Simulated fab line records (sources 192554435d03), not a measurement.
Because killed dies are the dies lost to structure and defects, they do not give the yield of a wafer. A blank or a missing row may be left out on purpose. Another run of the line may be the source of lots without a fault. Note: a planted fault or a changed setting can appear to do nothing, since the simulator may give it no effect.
Split-lot study ; flow n5_finfet ; 7 lots, 39 wafers read, on a route of 1938 steps

## ON THE SPLIT
At N5_BEOL_M2_TRENCH_ETCH_37 (etches SiOC in C4F6/O2, target depth 55.555 nm, time 29.2 s), the setting time_s was moved away from the recipe's 29.2 s on 15 of the 39 wafers read, by -54.7% to +47.9%. The other wafers ran this setting at the recipe's value.

## FROM THE SPLIT TO THE READING: what the file shows between them, 8 steps
- N5_BEOL_M2_ETCH_41: etches SiCN in CH3F/O2, target depth 29.9 nm, time 52.5 s
- N5_BEOL_M2_STRIP_97: strips in N2/H2, time 10 s
- N5_BEOL_M2_OCD_MEAS_38
- N5_BEOL_M2_HM_STRIP_39: strips TiN in peroxide tin strip, target depth 25 nm, time 158 s
- N5_BEOL_M2_SRD_40: time 30 s
- N5_BEOL_M2_ECD_50: material Cu, target thk 300 nm
- N5_BEOL_M2_ANNEAL_51: time 90 s
- N5_BEOL_M2_CMP_52: polishes, stops on SiOC, t overpolish 6.8 s, target thk 40 nm

## THE READING
M2_THK, in nm, at N5_BEOL_M2_THK_MEAS_53 (measures by xrf). Fault-free wafers of this fab line usually give 39.6 nm, standard deviation 1.7 nm.

wafer;tool, chamber at the split;time_s as run, s;against the recipe;M2_THK, nm;against lot-mates on the recipe
L074.1;rie_diel-02, 1;29.2;recipe;39.9;-
L074.2;rie_diel-02, 2;29.2;recipe;39.3;-
L074.3;rie_diel-02, 0;13.22;-54.7%;11.3;-27.7
L074.4;rie_diel-02, 3;13.22;-54.7%;9.1;-29.9
L074.5;rie_diel-02, 0;13.22;-54.7%;9.3;-29.7
L074.6;rie_diel-02, 1;29.2;recipe;37.8;-
L075.1;rie_diel-06, 1;29.2;recipe;39.2;-
L075.2;rie_diel-06, 2;29.2;recipe;37.9;-
L075.3;rie_diel-06, 0;29.2;recipe;38.5;-
L075.4;rie_diel-06, 3;37.61;+28.8%;53.5;+15.0
L075.5;rie_diel-06, 3;37.61;+28.8%;54.1;+15.6
L075.6;rie_diel-06, 0;37.61;+28.8%;54.4;+15.9
L080.1;rie_diel-03, 2;24.48;-16.2%;29.4;-9.5
L080.2;rie_diel-03, 1;24.48;-16.2%;32.7;-6.2
L080.3;rie_diel-03, 3;29.2;recipe;38.6;-
L080.4;rie_diel-03, 3;29.2;recipe;39.4;-
L080.5;rie_diel-03, 2;29.2;recipe;38.6;-
L080.6;rie_diel-03, 1;24.48;-16.2%;32.2;-6.7
L083.1;rie_diel-02, 1;29.2;recipe;37.5;-
L083.2;rie_diel-02, 0;29.2;recipe;39.7;-
L083.3;rie_diel-02, 2;29.2;recipe;37.9;-
L083.4;rie_diel-02, 3;16.81;-42.4%;15.8;-22.6
L083.5;rie_diel-02, 3;16.81;-42.4%;15.8;-22.6
L083.6;rie_diel-02, 2;16.81;-42.4%;15.5;-22.9
L084.1;rie_diel-03, 3;29.2;recipe;39.7;-
L084.2;rie_diel-03, 2;29.2;recipe;38.7;-
L084.3;rie_diel-03, 1;29.2;recipe;41.1;-
L084.4;rie_diel-03, 0;29.2;recipe;40.8;-
L084.5;rie_diel-03, 1;29.2;recipe;40.7;-
L084.6;rie_diel-03, 2;29.2;recipe;37.0;-
L088.3;rie_diel-02, 3;29.2;recipe;40.5;-
L088.5;rie_diel-02, 1;29.2;recipe;38.0;-
L088.6;rie_diel-02, 0;29.2;recipe;41.3;-
L096.1;rie_diel-02, 3;29.2;recipe;41.1;-
L096.2;rie_diel-02, 2;29.2;recipe;41.9;-
L096.3;rie_diel-02, 0;43.2;+47.9%;66.5;+25.9
L096.4;rie_diel-02, 3;29.2;recipe;38.8;-
L096.5;rie_diel-02, 0;43.2;+47.9%;67.9;+27.3
L096.6;rie_diel-02, 2;43.2;+47.9%;68.4;+27.8

THE FIT
A straight line over all 39 wafers: M2_THK changes by +0.553 nm for each +1% of time_s; r = +1.00; the points scatter about the line by 1.4 nm.
The same after taking each lot's own level away (the mean of its wafers on the recipe; 39 wafers): +0.54 nm for each +1%; r = +1.00; scatter 1.2 nm.
That fit puts the effect of the largest move of time_s on the reading at 30 nm.
Across the lots, their own levels run from 38.37 to 40.60 nm, a range of 1.3 times the standard deviation given above.
The two slopes agree, so the slope changes little with the lot-to-lot level.
Check: for one of the wafers moved furthest among these (-54.7%), held out of the fit, the line's prediction against its lot-mates is -29.6 nm. It came out at -27.7 nm against them.

## FURTHER SPLITS ON THESE WAFERS
Before the reading, these wafers also passed through other splits. Each is held against what the fit with the lots' levels taken away leaves over:
other split on the same wafers;wafers away from the commonest value;r with M2_THK (lot level and that fit taken away)
N5_BEOL_M0_TRENCH_ETCH_107 target_depth_a;12;-0.06

## THE WHOLE CHAIN: every reading that the file lists as answering this split, in the file's order
step;what it does;reading;change (the file's fit);r (the file's)
N5_BEOL_M2_TRENCH_ETCH_37;etches SiOC in C4F6/O2, target depth 55.555 nm, time 29.2 s;BEOL_M2.feature_depth_nm (the simulator's own value, which no gauge read);+0.553 nm for each +1% of the setting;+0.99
N5_BEOL_M2_TRENCH_ETCH_37;etches SiOC in C4F6/O2, target depth 55.555 nm, time 29.2 s;etch.depth_nm (the simulator's own value, which no gauge read);+0.554 nm for each +1% of the setting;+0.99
N5_BEOL_M2_TRENCH_ETCH_37;etches SiOC in C4F6/O2, target depth 55.555 nm, time 29.2 s;TiN_of_BEOL_M2_HM_DEP_02.thk_nm (the simulator's own value, which no gauge read);-0.0232 nm for each +1% of the setting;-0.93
N5_BEOL_M2_OCD_MEAS_38;;trench_depth_nm;+0.554 nm for each +1% of the setting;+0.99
N5_BEOL_M2_CMP_52;polishes, stops on SiOC, t overpolish 6.8 s, target thk 40 nm;Cu_of_BEOL_M2_ECD_50.thk_nm (the simulator's own value, which no gauge read);+0.545 nm for each +1% of the setting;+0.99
N5_BEOL_M2_THK_MEAS_53;measures by xrf;M2_THK;+0.539 for each +1% of the setting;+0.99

## FILE'S OWN FIT
M2_THK changes by +0.539 nm for each +1% of time_s, r = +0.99.
